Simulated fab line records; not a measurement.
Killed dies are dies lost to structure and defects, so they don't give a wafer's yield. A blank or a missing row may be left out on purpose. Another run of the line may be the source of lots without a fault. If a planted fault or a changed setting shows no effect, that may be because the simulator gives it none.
What tool caused it? + flow nand harc + 72 wafers from 24 lots sampled at 5 of the route's 1302 steps

WHAT EACH GAUGE READ, for each wafer
NHARC_P_M2_INSPECT_27.
| lot  | measured     | on                | raw defect count |
|------|--------------|-------------------|------------------|
| L074 | day 6 17:58  | defect inspect-02 | 379 187 302      |
| L075 | day 7 01:23  | defect inspect-02 | 241 147 229      |
| L076 | day 7 05:16  | defect inspect-02 | 430 353 348      |
| L077 | day 7 23:19  | defect inspect-01 | 334 299 413      |
| L078 | day 8 13:46  | defect inspect-01 | 251 189 130      |
| L079 | day 8 14:23  | defect inspect-01 | 276 259 227      |
| L080 | day 9 01:30  | defect inspect-02 | 236 248 485      |
| L081 | day 9 11:26  | defect inspect-01 | 273 249 391      |
| L082 | day 9 17:05  | defect inspect-02 | 214 332 419      |
| L083 | day 10 11:54 | defect inspect-01 | 408 437 361      |
| L084 | day 10 16:53 | defect inspect-01 | 526 383 391      |
| L085 | day 11 03:16 | defect inspect-01 | 433 368 424      |
| L086 | day 11 06:55 | defect inspect-01 | 189 220 138      |
| L087 | day 11 21:34 | defect inspect-02 | 326 269 393      |
| L088 | day 12 14:11 | defect inspect-01 | 294 310 188      |
| L089 | day 12 15:26 | defect inspect-02 | 181 195 196      |
| L090 | day 13 07:32 | defect inspect-01 | 207 174 210      |
| L091 | day 13 13:48 | defect inspect-02 | 182 208 354      |
| L092 | day 14 06:54 | defect inspect-01 | 354 305 268      |
| L093 | day 14 13:19 | defect inspect-02 | 560 535 255      |
| L094 | day 14 20:42 | defect inspect-02 | 205 204 254      |
| L095 | day 15 10:40 | defect inspect-02 | 164 135 228      |
| L096 | day 15 19:45 | defect inspect-02 | 474 294 434      |
| L097 | day 16 05:59 | defect inspect-01 | 270 300 159      |

NHARC_P_BONDPAD_CD_MEAS_13.
| lot  | measured     | on        | cd nm (nm)        |
|------|--------------|-----------|-------------------|
| L074 | day 6 20:16  | cd sem-03 | 501.1 502.0 501.0 |
| L075 | day 7 03:42  | cd sem-03 | 497.1 500.8 496.4 |
| L076 | day 7 07:36  | cd sem-01 | 501.0 498.6 500.8 |
| L077 | day 8 01:39  | cd sem-03 | 497.7 499.5 497.7 |
| L078 | day 8 16:04  | cd sem-03 | 501.5 500.7 502.1 |
| L079 | day 8 16:35  | cd sem-01 | 500.5 501.5 501.1 |
| L080 | day 9 03:49  | cd sem-01 | 497.3 499.1 500.4 |
| L081 | day 9 13:44  | cd sem-02 | 501.5 500.1 498.7 |
| L082 | day 9 19:16  | cd sem-01 | 501.7 498.2 499.2 |
| L083 | day 10 14:23 | cd sem-02 | 500.7 500.5 501.4 |
| L084 | day 10 19:12 | cd sem-01 | 503.6 500.0 500.6 |
| L085 | day 11 05:34 | cd sem-02 | 501.5 500.2 501.1 |
| L086 | day 11 09:14 | cd sem-02 | 499.5 498.9 501.3 |
| L087 | day 11 23:43 | cd sem-02 | 501.1 499.0 498.9 |
| L088 | day 12 16:41 | cd sem-03 | 499.2 496.3 497.3 |
| L089 | day 12 17:53 | cd sem-03 | 501.3 500.1 501.3 |
| L090 | day 13 09:50 | cd sem-03 | 497.8 499.2 498.5 |
| L091 | day 13 15:58 | cd sem-01 | 500.4 500.0 500.6 |
| L092 | day 14 10:12 | cd sem-02 | 497.3 498.5 497.5 |
| L093 | day 14 15:50 | cd sem-01 | 499.5 499.2 497.3 |
| L094 | day 14 23:02 | cd sem-03 | 501.1 500.4 499.0 |
| L095 | day 15 13:00 | cd sem-02 | 500.7 498.4 499.9 |
| L096 | day 15 21:57 | cd sem-01 | 501.1 502.0 500.9 |
| L097 | day 16 08:11 | cd sem-01 | 497.1 497.1 496.7 |

NHARC_P_BONDPAD_INSPECT_23.
| lot  | measured     | on                | raw defect count |
|------|--------------|-------------------|------------------|
| L074 | day 6 22:35  | defect inspect-02 | 311 322 311      |
| L075 | day 7 06:01  | defect inspect-02 | 375 383 273      |
| L076 | day 7 09:51  | defect inspect-02 | 394 574 464      |
| L077 | day 8 03:55  | defect inspect-02 | 347 292 286      |
| L078 | day 8 18:20  | defect inspect-01 | 204 446 198      |
| L079 | day 8 19:10  | defect inspect-01 | 387 486 377      |
| L080 | day 9 06:05  | defect inspect-02 | 544 429 243      |
| L081 | day 9 15:59  | defect inspect-01 | 188 292 284      |
| L082 | day 9 21:31  | defect inspect-01 | 490 661 300      |
| L083 | day 10 16:38 | defect inspect-01 | 226 311 280      |
| L084 | day 10 21:26 | defect inspect-02 | 375 256 227      |
| L085 | day 11 07:51 | defect inspect-01 | 368 612 303      |
| L086 | day 11 11:29 | defect inspect-02 | 339 223 380      |
| L087 | day 12 02:01 | defect inspect-01 | 474 442 521      |
| L088 | day 12 18:56 | defect inspect-02 | 241 669 366      |
| L089 | day 12 20:08 | defect inspect-02 | 193 172 204      |
| L090 | day 13 12:04 | defect inspect-01 | 475 305 386      |
| L091 | day 13 18:13 | defect inspect-02 | 478 276 210      |
| L092 | day 14 12:34 | defect inspect-01 | 336 307 203      |
| L093 | day 14 18:06 | defect inspect-02 | 249 282 211      |
| L094 | day 15 01:21 | defect inspect-01 | 550 421 417      |
| L095 | day 15 15:15 | defect inspect-01 | 280 386 386      |
| L096 | day 16 00:10 | defect inspect-01 | 464 295 385      |
| L097 | day 16 10:26 | defect inspect-02 | 373 410 277      |

NHARC_A_CHANNEL_HOLE_D1_INSPECT_40.
| lot  | measured     | on                | raw defect count |
|------|--------------|-------------------|------------------|
| L074 | day 9 00:53  | defect inspect-01 | 59 41 58         |
| L075 | day 9 10:19  | defect inspect-01 | 36 35 36         |
| L076 | day 9 12:26  | defect inspect-01 | 87 118 96        |
| L077 | day 10 03:05 | defect inspect-01 | 97 97 106        |
| L078 | day 10 22:43 | defect inspect-01 | 98 103 109       |
| L079 | day 10 22:30 | defect inspect-01 | 39 45 42         |
| L080 | day 11 08:59 | defect inspect-01 | 114 100 93       |
| L081 | day 11 15:20 | defect inspect-02 | 74 41 45         |
| L082 | day 12 06:01 | defect inspect-02 | 106 88 78        |
| L083 | day 12 14:56 | defect inspect-01 | 73 53 65         |
| L084 | day 13 00:21 | defect inspect-01 | 104 101 83       |
| L085 | day 13 11:37 | defect inspect-01 | 69 93 101        |
| L086 | day 13 08:35 | defect inspect-02 | 65 49 63         |
| L087 | day 14 06:47 | defect inspect-02 | 136 87 88        |
| L088 | day 14 21:07 | defect inspect-01 | 65 49 50         |
| L089 | day 14 22:21 | defect inspect-02 | 91 73 108        |
| L090 | day 15 14:17 | defect inspect-01 | 92 106 100       |
| L091 | day 15 23:20 | defect inspect-01 | 86 81 105        |
| L092 | day 16 17:47 | defect inspect-02 | 51 52 65         |
| L093 | day 16 17:09 | defect inspect-02 | 113 105 104      |
| L094 | day 17 07:59 | defect inspect-01 | 31 45 46         |
| L095 | day 17 20:07 | defect inspect-02 | 60 57 53         |
| L096 | day 18 04:49 | defect inspect-02 | 37 52 41         |
| L097 | day 18 10:10 | defect inspect-02 | 91 96 76         |

WHAT TOOL EACH LOT RAN ON (gives the tool, then ch and the chambers of the sampled wafers, and finally the start)
| lot  | NHARC_P_M2_DEGAS_29          |
|------|------------------------------|
| L074 | pvd sputter-02, day 6 16:24  |
| L075 | pvd sputter-02, day 6 23:50  |
| L076 | pvd sputter-03, day 7 03:43  |
| L077 | pvd sputter-01, day 7 21:41  |
| L078 | pvd sputter-02, day 8 12:13  |
| L079 | pvd sputter-01, day 8 12:49  |
| L080 | pvd sputter-01, day 8 23:55  |
| L081 | pvd sputter-03, day 9 09:52  |
| L082 | pvd sputter-01, day 9 15:27  |
| L083 | pvd sputter-02, day 10 10:20 |
| L084 | pvd sputter-03, day 10 15:19 |
| L085 | pvd sputter-03, day 11 01:42 |
| L086 | pvd sputter-02, day 11 05:22 |
| L087 | pvd sputter-03, day 11 19:58 |
| L088 | pvd sputter-03, day 12 12:38 |
| L089 | pvd sputter-02, day 12 13:54 |
| L090 | pvd sputter-03, day 13 05:58 |
| L091 | pvd sputter-01, day 13 12:16 |
| L092 | pvd sputter-01, day 14 05:21 |
| L093 | pvd sputter-02, day 14 11:44 |
| L094 | pvd sputter-02, day 14 19:08 |
| L095 | pvd sputter-01, day 15 09:08 |
| L096 | pvd sputter-01, day 15 18:12 |
| L097 | pvd sputter-03, day 16 04:26 |
- NHARC_P_M2_DEGAS_29: time 60 s.

AS READ BY THE TOOLS THEMSELVES (means over the sampled wafers that have a number; for cases with no such wafer, the mark the record gives instead)
NHARC_P_M2_DEGAS_29.
| lot  | tool           | heater power w (W) |
|------|----------------|--------------------|
| L074 | pvd sputter-02 | 305                |
| L075 | pvd sputter-02 | 311                |
| L076 | pvd sputter-03 | 337                |
| L077 | pvd sputter-01 | 329                |
| L078 | pvd sputter-02 | 311                |
| L079 | pvd sputter-01 | 345                |
| L080 | pvd sputter-01 | 330                |
| L081 | pvd sputter-03 | 365                |
| L082 | pvd sputter-01 | 310                |
| L083 | pvd sputter-02 | 293                |
| L084 | pvd sputter-03 | 337                |
| L085 | pvd sputter-03 | 349                |
| L086 | pvd sputter-02 | 303                |
| L087 | pvd sputter-03 | 354                |
| L088 | pvd sputter-03 | 323                |
| L089 | pvd sputter-02 | 323                |
| L090 | pvd sputter-03 | 375                |
| L091 | pvd sputter-01 | 320                |
| L092 | pvd sputter-01 | 344                |
| L093 | pvd sputter-02 | 308                |
| L094 | pvd sputter-02 | 304                |
| L095 | pvd sputter-01 | 320                |
| L096 | pvd sputter-01 | 331                |
| L097 | pvd sputter-03 | 333                |

THE ANSWER, worked out from the rows above alone
Rule: the usual values come from the lots themselves. The widest of any qualifying gaps counts: lots, ordered by their means at a reading, are off when they make up no more than a third of the lots, leave a main group of 4 or more, and stand apart from it by 3 or more times the standard deviation of that group's means. The tables above print the reading to a certain number of digits; a main group whose means all agree to those digits is not used. Also off: a lot with no number at a reading for which 4 or more lots have one. The other lots that the step has rows for count as sound. The gauges are gone through in route order, then the tools' own readings, and for those a lot's mean is taken as printed above. At the first step where some lot is off, the reading lying furthest off is the one used; lots without a number count as furthest.
Nothing can be told from this: no lot is off at any reading shown.

WHAT THE SIMULATOR HAD PUT IN
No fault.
